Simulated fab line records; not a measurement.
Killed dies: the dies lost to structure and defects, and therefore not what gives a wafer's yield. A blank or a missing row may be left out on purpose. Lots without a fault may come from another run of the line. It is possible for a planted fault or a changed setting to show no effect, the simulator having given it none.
Chamber matching ; flow n5 finfet ; N5_BEOL_M2_CO_CAP_55 on cvd co-02: 3 sister chambers
The step material Co, precursor CCTBA/H2, target thk 2 nm, time 102.1 s. 3 wafers are shown with their chamber, then 9 later ones without.

== WAFERS PAIRED WITH THEIR CHAMBERS ==
wafer;chamber;heater power w (W)
L590.5;1;256
L597.3;2;211
L597.5;0;272

== WAFERS MISSING THEIR CHAMBER ==
wafer;heater power w (W)
L600.1;251
L600.2;265
L600.3;213
L603.2;276
L603.3;218
L603.4;276
L604.1;212
L604.2;266
L604.4;217

== THE CHAMBER EACH PASSED THROUGH ==
wafer;from the rows above;in truth
L600.1;1;1
L600.2;can't be placed: 0 or 1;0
L600.3;2;2
L603.2;0;0
L603.3;2;2
L603.4;0;0
L604.1;2;2
L604.2;can't be placed: 0 or 1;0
L604.4;2;2
7 of 9 placed correctly. Unplaceable from these rows: 2, with the true chamber sitting among the candidates in 2. Wrongly placed: 0.
How it was worked out, from the rows above alone: a wafer's distance from a chamber is the root of the sum, over the readings, of the square of ((its reading less the chamber's mean) divided by the reading's scatter). The wafer belongs to the nearest chamber; if the next one is less than 2 further off, it can't be placed. For every chamber, the mean is computed from those of its wafers that are shown. The scatter: root of mean squared gap, hidden wafer to nearest shown wafer, with one shown wafer a chamber.
